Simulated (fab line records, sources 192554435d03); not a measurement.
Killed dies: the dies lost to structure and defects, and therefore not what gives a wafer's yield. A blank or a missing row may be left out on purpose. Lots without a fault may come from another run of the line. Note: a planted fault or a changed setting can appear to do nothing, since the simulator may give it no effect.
Chamber matching -- flow n5Finfet -- aldHk-01 running N5_MIM_TOP_ALD_00: 4 sister chambers
The step deposits Al2O3, purge time 3 s, co reactant pulse time 3 s. 8 wafers are shown with their chamber, then 10 later ones without.

== WAFERS, EACH WITH ITS CHAMBER ==
wafer,chamber,precursorPulseHeightRel
L077.5,3,0.994
L083.1,1,1.019
L083.2,2,1.025
L083.3,3,0.961
L084.2,1,0.998
L084.5,0,1.017
L085.1,0,0.996
L085.3,2,1.007

== WAFERS WHOSE CHAMBER IS MISSING ==
wafer,precursorPulseHeightRel
L085.5,0.983
L086.2,1.029
L086.3,0.975
L086.6,0.990
L091.2,0.984
L091.5,1.004
L091.6,1.001
L095.3,1.028
L095.4,1.008
L095.6,1.021

== THE CHAMBER EACH PASSED THROUGH ==
wafer,from the rows above,in truth
L085.5,can't be placed: 3 or 0 or 1 or 2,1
L086.2,can't be placed: 2 or 1 or 0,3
L086.3,can't be placed: 3 or 0 or 1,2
L086.6,can't be placed: 3 or 0 or 1 or 2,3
L091.2,can't be placed: 3 or 0 or 1 or 2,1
L091.5,can't be placed: 0 or 1 or 2 or 3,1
L091.6,can't be placed: 0 or 1 or 2 or 3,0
L095.3,can't be placed: 2 or 1 or 0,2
L095.4,can't be placed: 1 or 0 or 2 or 3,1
L095.6,can't be placed: 2 or 1 or 0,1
Correctly placed: 0 of 10. Cannot be placed on the basis of these rows: 10; the candidates contain the true chamber in 8. 0 placed wrongly.
How it was worked out, from the rows above alone: a wafer's distance from a chamber is the root of the sum, over the readings, of the square of ((its reading less the chamber's mean) divided by the reading's scatter). If the next closest chamber is less than 2 further off than the closest, the wafer can't be placed; otherwise it belongs to the closest. For every chamber, the mean is computed from those of its wafers that are shown. The scatter: the root of (the sum of the squares of (reading less its chamber's mean) over the shown wafers, divided by (wafers less chambers)).
